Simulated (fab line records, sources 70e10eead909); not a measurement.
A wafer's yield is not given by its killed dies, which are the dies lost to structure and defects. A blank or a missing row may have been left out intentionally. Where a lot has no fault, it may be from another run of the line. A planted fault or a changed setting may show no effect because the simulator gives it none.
Matching of chambers || flow nand-harc || NHARC_P_GATE_DESCUM_61 on rie-diel-02: 4 sister chambers
The step chemistry O2, time 3 s. 16 wafers are shown with their chamber, then 8 later ones without.

## WAFERS, EACH WITH ITS CHAMBER
{"wafer": "L907.1", "chamber": 2, "showerhead-plenum-p-Torr (Torr)": 1.97, "drypump-motor-current-A (A)": 5.4, "oes-product-au (a.u.)": 0.995}
{"wafer": "L907.2", "chamber": 1, "showerhead-plenum-p-Torr (Torr)": 1.89, "drypump-motor-current-A (A)": 6.3, "oes-product-au (a.u.)": 0.999}
{"wafer": "L907.6", "chamber": 1, "showerhead-plenum-p-Torr (Torr)": 1.89, "drypump-motor-current-A (A)": 6.3, "oes-product-au (a.u.)": 0.990}
{"wafer": "L910.2", "chamber": 0, "showerhead-plenum-p-Torr (Torr)": 2.03, "drypump-motor-current-A (A)": 5.5, "oes-product-au (a.u.)": 0.992}
{"wafer": "L910.4", "chamber": 2, "showerhead-plenum-p-Torr (Torr)": 1.97, "drypump-motor-current-A (A)": 5.4, "oes-product-au (a.u.)": 0.998}
{"wafer": "L910.5", "chamber": 1, "showerhead-plenum-p-Torr (Torr)": 1.89, "drypump-motor-current-A (A)": 6.3, "oes-product-au (a.u.)": 1.007}
{"wafer": "L911.1", "chamber": 3, "showerhead-plenum-p-Torr (Torr)": 2.00, "drypump-motor-current-A (A)": 5.2, "oes-product-au (a.u.)": 0.986}
{"wafer": "L911.2", "chamber": 2, "showerhead-plenum-p-Torr (Torr)": 1.97, "drypump-motor-current-A (A)": 5.4, "oes-product-au (a.u.)": 0.986}
{"wafer": "L911.3", "chamber": 1, "showerhead-plenum-p-Torr (Torr)": 1.89, "drypump-motor-current-A (A)": 6.4, "oes-product-au (a.u.)": 0.983}
{"wafer": "L915.2", "chamber": 1, "showerhead-plenum-p-Torr (Torr)": 1.89, "drypump-motor-current-A (A)": 6.3, "oes-product-au (a.u.)": 0.997}
{"wafer": "L915.4", "chamber": 0, "showerhead-plenum-p-Torr (Torr)": 2.02, "drypump-motor-current-A (A)": 5.5, "oes-product-au (a.u.)": 1.001}
{"wafer": "L915.6", "chamber": 1, "showerhead-plenum-p-Torr (Torr)": 1.89, "drypump-motor-current-A (A)": 6.3, "oes-product-au (a.u.)": 0.988}
{"wafer": "L917.1", "chamber": 2, "showerhead-plenum-p-Torr (Torr)": 1.97, "drypump-motor-current-A (A)": 5.4, "oes-product-au (a.u.)": 0.985}
{"wafer": "L917.2", "chamber": 1, "showerhead-plenum-p-Torr (Torr)": 1.89, "drypump-motor-current-A (A)": 6.4, "oes-product-au (a.u.)": 0.985}
{"wafer": "L917.4", "chamber": 0, "showerhead-plenum-p-Torr (Torr)": 2.03, "drypump-motor-current-A (A)": 5.5, "oes-product-au (a.u.)": 0.994}
{"wafer": "L920.1", "chamber": 3, "showerhead-plenum-p-Torr (Torr)": 2.00, "drypump-motor-current-A (A)": 5.2, "oes-product-au (a.u.)": 0.987}

SIGNATURES (averages over the wafers above)
{"reading": "showerhead-plenum-p-Torr", "chamber 0": 2.0267, "chamber 1": 1.8900, "chamber 2": 1.9700, "chamber 3": 2.0000, "scatter within a chamber": 0.00236}
{"reading": "drypump-motor-current-A", "chamber 0": 5.500, "chamber 1": 6.329, "chamber 2": 5.400, "chamber 3": 5.200, "scatter within a chamber": 0.0345}
{"reading": "oes-product-au", "chamber 0": 0.99567, "chamber 1": 0.99271, "chamber 2": 0.99100, "chamber 3": 0.98650, "scatter within a chamber": 0.00717}
Rule: for a wafer and a chamber, the distance is found by dividing, reading by reading, the gap between the wafer's reading and the chamber's mean by the reading's scatter, squaring, summing and taking the root. The wafer belongs to the nearest chamber; if the next one is less than 2 further off, it can't be placed. The scatter: take each reading less its chamber's mean, square it, sum over the shown wafers, divide by the number of wafers less the number of chambers, and take the root.

## WAFERS WHOSE CHAMBER IS MISSING
{"wafer": "L920.3", "showerhead-plenum-p-Torr (Torr)": 1.97, "drypump-motor-current-A (A)": 5.4, "oes-product-au (a.u.)": 1.000}
{"wafer": "L920.5", "showerhead-plenum-p-Torr (Torr)": 1.89, "drypump-motor-current-A (A)": 6.4, "oes-product-au (a.u.)": 0.999}
{"wafer": "L922.1", "showerhead-plenum-p-Torr (Torr)": 1.89, "drypump-motor-current-A (A)": 6.3, "oes-product-au (a.u.)": 0.992}
{"wafer": "L922.2", "showerhead-plenum-p-Torr (Torr)": 2.00, "drypump-motor-current-A (A)": 5.2, "oes-product-au (a.u.)": 0.990}
{"wafer": "L922.4", "showerhead-plenum-p-Torr (Torr)": 2.02, "drypump-motor-current-A (A)": 5.5, "oes-product-au (a.u.)": 0.984}
{"wafer": "L928.2", "showerhead-plenum-p-Torr (Torr)": 2.00, "drypump-motor-current-A (A)": 5.2, "oes-product-au (a.u.)": 0.996}
{"wafer": "L928.3", "showerhead-plenum-p-Torr (Torr)": 1.97, "drypump-motor-current-A (A)": 5.4, "oes-product-au (a.u.)": 0.994}
{"wafer": "L928.5", "showerhead-plenum-p-Torr (Torr)": 1.89, "drypump-motor-current-A (A)": 6.3, "oes-product-au (a.u.)": 0.990}

## WHICH CHAMBER EACH WENT THROUGH
{"wafer": "L920.3", "from the rows above": 2, "in truth": 2}
{"wafer": "L920.5", "from the rows above": 1, "in truth": 1}
{"wafer": "L922.1", "from the rows above": 1, "in truth": 1}
{"wafer": "L922.2", "from the rows above": 3, "in truth": 3}
{"wafer": "L922.4", "from the rows above": 0, "in truth": 0}
{"wafer": "L928.2", "from the rows above": 3, "in truth": 3}
{"wafer": "L928.3", "from the rows above": 2, "in truth": 2}
{"wafer": "L928.5", "from the rows above": 1, "in truth": 1}
Correct placement for 8 of the 8. Number that these rows cannot place: 0. 0 placed wrongly.
